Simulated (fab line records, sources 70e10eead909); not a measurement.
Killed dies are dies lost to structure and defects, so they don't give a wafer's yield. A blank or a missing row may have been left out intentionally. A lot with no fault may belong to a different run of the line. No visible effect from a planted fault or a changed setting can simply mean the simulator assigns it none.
Struck lot and sound lot, side by side	flow nandHarc	26 out of 1302 route steps
Sound: these wafers, L221.1, L221.5, L221.6. Wafers L227.2, L227.4, L227.5 were the ones struck. The cause is named last.
At each step with rows: each side's tool, then ch and its chambers, then its first start. Under that, the readings that differ: sound wafers	struck wafers	difference of the means	sigmas: that difference in standard deviations of wafers without a fault.
alike: same words and numbers on both sides, and readings whose means sit less than 2 such deviations apart. not compared: any withheld reading, any reading some wafer has no value for, any bound like >300 that may hide the same value, and any number with overlapping values for which the record gives no deviation.
A row with sigmas, a row that says differs or no value, or rows on one side alone: a step with any of these is where the two part. Non-overlapping numbers with no deviation appear without sigmas and do not part them. A reading missing from all wafers of one side parts the sides only when that side holds two or more wafers.

first, 5 steps without rows for these wafers: NHARC_P_GATE_STRIP_15 (strips in SPM, time 780 s); NHARC_P_GATE_PRECLEAN_71 (cleans in SC1); NHARC_P_GATE_SRD_72; NHARC_P_GATE_OXIDE_16 (material SiO2, target thk 3 nm, ox time 392 s); NHARC_P_GATE_CVD_17 (deposits poly-Si, target thk 150 nm, time 900 s).
NHARC_P_GATE_HM_DEP_102: deposits aC, target thk 120 nm.
  sound on aclDep-02 ch 0, day 6 21:13; struck on aclDep-02 ch 0, day 9 00:42
  alike: throttleValvePct
NHARC_P_GATE_DEP_103: deposits SiON, target thk 30 nm.
  sound on pecvd-02 ch 0,1, day 6 21:56; struck on pecvd-04 ch 0,1, day 9 01:15
  alike: heaterPowerW
then, 5 steps without rows for these wafers: NHARC_P_GATE_DEHYDRATE_18 (time 120 s); NHARC_P_GATE_HMDS_19 (time 30 s); NHARC_P_GATE_COAT_20 (resist thk 90 nm); NHARC_P_GATE_SOFTBAKE_21 (time 55 s); NHARC_P_GATE_EBR_22.
NHARC_P_GATE_EXPOSE_23: exposes mask P GATE, target cd 120 nm.
  sound on arfiScanner-03 ch 0, day 6 22:27; struck on arfiScanner-03 ch 0, day 9 01:40
reading	sound	struck	difference	sigmas
mask	P_GATE#0 P_GATE#0 P_GATE#0	P_GATE_R1#0 P_GATE_R1#0 P_GATE_R1#0	differs	
  alike: reticleTempC
then, 2 steps without rows for these wafers: NHARC_P_GATE_PEB_24 (peb time 65 s); NHARC_P_GATE_DEVELOP_25 (develop time 35 s).
NHARC_P_GATE_CD_MEAS_26 targets a cd of 120 nm.
  sound on cdSem-03 ch 0, day 6 22:35; struck on cdSem-03 ch 0, day 9 01:48
reading	sound	struck	difference	sigmas
cdNm (nm)	120.6 119.9 120.3	105.9 105.8 105.2	-14.6	-33
NHARC_P_GATE_OVL_MEAS_27:
  sound: overlay-01 at day 6 22:40; struck: overlay-02 at day 9 01:53
  alike: overlayXNm, overlayYNm
NHARC_P_GATE_INSPECT_28:
  sound: defectInspect-01 at day 6 22:43; struck: defectInspect-01 at day 9 01:56
  alike: rawDefectCount
NHARC_P_GATE_DESCUM_31: chemistry O2, time 3 s.
  sound on rieDiel-01 ch 0,1,3, day 6 22:48; struck on rieDiel-03 ch 0,1,2, day 9 01:59
reading	sound	struck	difference	sigmas
showerheadPlenumPTorr (Torr)	2.03 2.02 2.04	1.79 1.87 1.84	-0.20	-2
throttleValvePct (%)	11.332 11.325 11.316	11.305 11.297 11.299	-0.024	-2
model.P_GATE.cdNm (nm)	120.7 119.4 120.4	106.6 106 104.8	-14.4	
  alike: drypumpMotorCurrentA, oesProductAu, rfVppV
  not compared: rfHoursCounterH
NHARC_P_GATE_ETCH_104: etches the open film in CF4/CHF3, target depth 60 nm.
  sound on rieDiel-01 ch 1,2,3, day 6 22:52; struck on rieDiel-03 ch 0,1,2, day 9 02:04
  alike: drypumpMotorCurrentA, oesProductAu, rfVppV, showerheadPlenumPTorr, throttleValvePct
NHARC_P_GATE_HM_OPEN_105: chemistry O2/COS, target depth 360 nm.
  sound: rieDiel-01 ch 1,2; struck: rieDiel-03 ch 0,1,2
  alike: drypumpMotorCurrentA, oesProductAu, rfVppV, showerheadPlenumPTorr, throttleValvePct
  not compared: rfHoursCounterH
then, 2 steps without rows for these wafers: NHARC_P_GATE_STRIP_106 (strips in O2/COS); NHARC_P_GATE_ETCH_114 (etches the open film in CF4/O2, target depth 30 nm, overetch 3 nm, time 16.5 s).
NHARC_P_GATE_ETCH_32: etches the open film in HBr/Cl2, target depth 150 nm, time 100.1 s.
  sound on rieSi-01 ch 0,1,3, day 6 23:20; struck on rieSi-06 ch 2,3, day 9 02:28
reading	sound	struck	difference	sigmas
model.P_GATE.cdNm (nm)	121.8 120.4 119.7	107.6 106.5 107.3	-13.5	
  alike: drypumpMotorCurrentA, oesProductAu, throttleValvePct
  not compared: rfHoursCounterH
NHARC_P_GATE_STRIP_108: strips in O2.
  sound on rieDiel-11 ch 0,1, day 6 23:26; struck on rieDiel-01 ch 1,2, day 9 02:37
  alike: drypumpMotorCurrentA, oesProductAu, rfVppV, showerheadPlenumPTorr, throttleValvePct
  not compared: rfHoursCounterH
-- jump in the record: it breaks off in module P_GATE and resumes in module END (first step shown: number 1302 of the route), and 20 days separate the struck wafers' starts before and after --
NHARC_END_SORT_01:
  here the record holds rows for the struck wafers (prober-02 ch 0, day 29 05:50) but none for the sound ones

WHERE THEY PART
Earliest at NHARC_P_GATE_EXPOSE_23; latest, in this record, at NHARC_END_SORT_01.

WHY: what had been put in by the simulator
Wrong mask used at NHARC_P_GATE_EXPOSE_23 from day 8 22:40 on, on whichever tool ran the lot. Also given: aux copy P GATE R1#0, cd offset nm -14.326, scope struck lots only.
